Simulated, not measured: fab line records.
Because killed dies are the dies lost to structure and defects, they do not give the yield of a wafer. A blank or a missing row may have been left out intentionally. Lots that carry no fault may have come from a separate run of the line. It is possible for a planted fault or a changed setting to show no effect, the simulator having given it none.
Chamber matching || flow n5-finfet || 4 sister chambers for N5_SDB_CUT_ETCH_26 on rie-si-06
The step etches Si in HBr/Cl2/O2, target depth 129.6 nm, bt time 20 s, time 51.8 s. 16 wafers are shown with their chamber, then 8 later ones without.

WAFERS PAIRED WITH THEIR CHAMBERS
{"wafer": "L077.1", "chamber": 0, "throttle-valve-pct (%)": 37.68, "drypump-motor-current-A (A)": 5.6, "oes-product-au (a.u.)": 0.977}
{"wafer": "L077.3", "chamber": 3, "throttle-valve-pct (%)": 36.67, "drypump-motor-current-A (A)": 6.5, "oes-product-au (a.u.)": 0.995}
{"wafer": "L077.5", "chamber": 0, "throttle-valve-pct (%)": 37.68, "drypump-motor-current-A (A)": 5.6, "oes-product-au (a.u.)": 0.977}
{"wafer": "L078.4", "chamber": 3, "throttle-valve-pct (%)": 36.65, "drypump-motor-current-A (A)": 6.6, "oes-product-au (a.u.)": 0.994}
{"wafer": "L078.5", "chamber": 0, "throttle-valve-pct (%)": 37.67, "drypump-motor-current-A (A)": 5.6, "oes-product-au (a.u.)": 0.986}
{"wafer": "L078.6", "chamber": 3, "throttle-valve-pct (%)": 36.67, "drypump-motor-current-A (A)": 6.5, "oes-product-au (a.u.)": 0.993}
{"wafer": "L079.2", "chamber": 2, "throttle-valve-pct (%)": 37.09, "drypump-motor-current-A (A)": 5.2, "oes-product-au (a.u.)": 1.016}
{"wafer": "L079.3", "chamber": 0, "throttle-valve-pct (%)": 37.69, "drypump-motor-current-A (A)": 5.6, "oes-product-au (a.u.)": 0.977}
{"wafer": "L079.6", "chamber": 0, "throttle-valve-pct (%)": 37.67, "drypump-motor-current-A (A)": 5.6, "oes-product-au (a.u.)": 0.976}
{"wafer": "L081.1", "chamber": 3, "throttle-valve-pct (%)": 36.68, "drypump-motor-current-A (A)": 6.5, "oes-product-au (a.u.)": 1.001}
{"wafer": "L081.3", "chamber": 2, "throttle-valve-pct (%)": 37.08, "drypump-motor-current-A (A)": 5.1, "oes-product-au (a.u.)": 1.017}
{"wafer": "L081.6", "chamber": 1, "throttle-valve-pct (%)": 37.17, "drypump-motor-current-A (A)": 6.2, "oes-product-au (a.u.)": 0.993}
{"wafer": "L082.1", "chamber": 3, "throttle-valve-pct (%)": 36.67, "drypump-motor-current-A (A)": 6.5, "oes-product-au (a.u.)": 0.993}
{"wafer": "L082.4", "chamber": 0, "throttle-valve-pct (%)": 37.68, "drypump-motor-current-A (A)": 5.6, "oes-product-au (a.u.)": 0.965}
{"wafer": "L082.6", "chamber": 2, "throttle-valve-pct (%)": 37.10, "drypump-motor-current-A (A)": 5.1, "oes-product-au (a.u.)": 1.017}
{"wafer": "L088.4", "chamber": 2, "throttle-valve-pct (%)": 37.11, "drypump-motor-current-A (A)": 5.2, "oes-product-au (a.u.)": 1.016}

SIGNATURES (averages over the wafers above)
{"reading": "throttle-valve-pct", "chamber 0": 37.6783, "chamber 1": 37.1700, "chamber 2": 37.0950, "chamber 3": 36.6680, "scatter within a chamber": 0.0103}
{"reading": "drypump-motor-current-A", "chamber 0": 5.600, "chamber 1": 6.200, "chamber 2": 5.150, "chamber 3": 6.520, "scatter within a chamber": 0.0387}
{"reading": "oes-product-au", "chamber 0": 0.97633, "chamber 1": 0.99300, "chamber 2": 1.01650, "chamber 3": 0.99520, "scatter within a chamber": 0.00474}
Rule: distance of a wafer from a chamber = root of the sum over the readings of ((wafer's reading minus chamber's mean) / reading's scatter) squared. The wafer belongs to the nearest chamber; if the next one is less than 2 further off, it can't be placed. The scatter is the square root of a quotient: the sum, over the shown wafers, of each reading's squared deviation from its chamber's mean, divided by wafers minus chambers.

WAFERS WITHOUT THEIR CHAMBER
{"wafer": "L088.5", "throttle-valve-pct (%)": 37.11, "drypump-motor-current-A (A)": 6.2, "oes-product-au (a.u.)": 1.011}
{"wafer": "L088.6", "throttle-valve-pct (%)": 37.10, "drypump-motor-current-A (A)": 5.1, "oes-product-au (a.u.)": 1.020}
{"wafer": "L089.1", "throttle-valve-pct (%)": 37.67, "drypump-motor-current-A (A)": 5.6, "oes-product-au (a.u.)": 0.972}
{"wafer": "L089.3", "throttle-valve-pct (%)": 37.12, "drypump-motor-current-A (A)": 5.2, "oes-product-au (a.u.)": 1.027}
{"wafer": "L089.4", "throttle-valve-pct (%)": 37.09, "drypump-motor-current-A (A)": 6.2, "oes-product-au (a.u.)": 1.012}
{"wafer": "L097.4", "throttle-valve-pct (%)": 36.67, "drypump-motor-current-A (A)": 6.5, "oes-product-au (a.u.)": 0.995}
{"wafer": "L097.5", "throttle-valve-pct (%)": 37.10, "drypump-motor-current-A (A)": 5.2, "oes-product-au (a.u.)": 1.028}
{"wafer": "L097.6", "throttle-valve-pct (%)": 37.10, "drypump-motor-current-A (A)": 6.2, "oes-product-au (a.u.)": 1.010}

THE CHAMBER EACH PASSED THROUGH
{"wafer": "L088.5", "from the rows above": 1, "in truth": 1}
{"wafer": "L088.6", "from the rows above": 2, "in truth": 2}
{"wafer": "L089.1", "from the rows above": 0, "in truth": 0}
{"wafer": "L089.3", "from the rows above": 2, "in truth": 2}
{"wafer": "L089.4", "from the rows above": 1, "in truth": 1}
{"wafer": "L097.4", "from the rows above": 3, "in truth": 3}
{"wafer": "L097.5", "from the rows above": 2, "in truth": 2}
{"wafer": "L097.6", "from the rows above": 1, "in truth": 1}
Correctly placed: 8 of 8. Left unplaced by these rows: 0. Placed wrongly: 0.
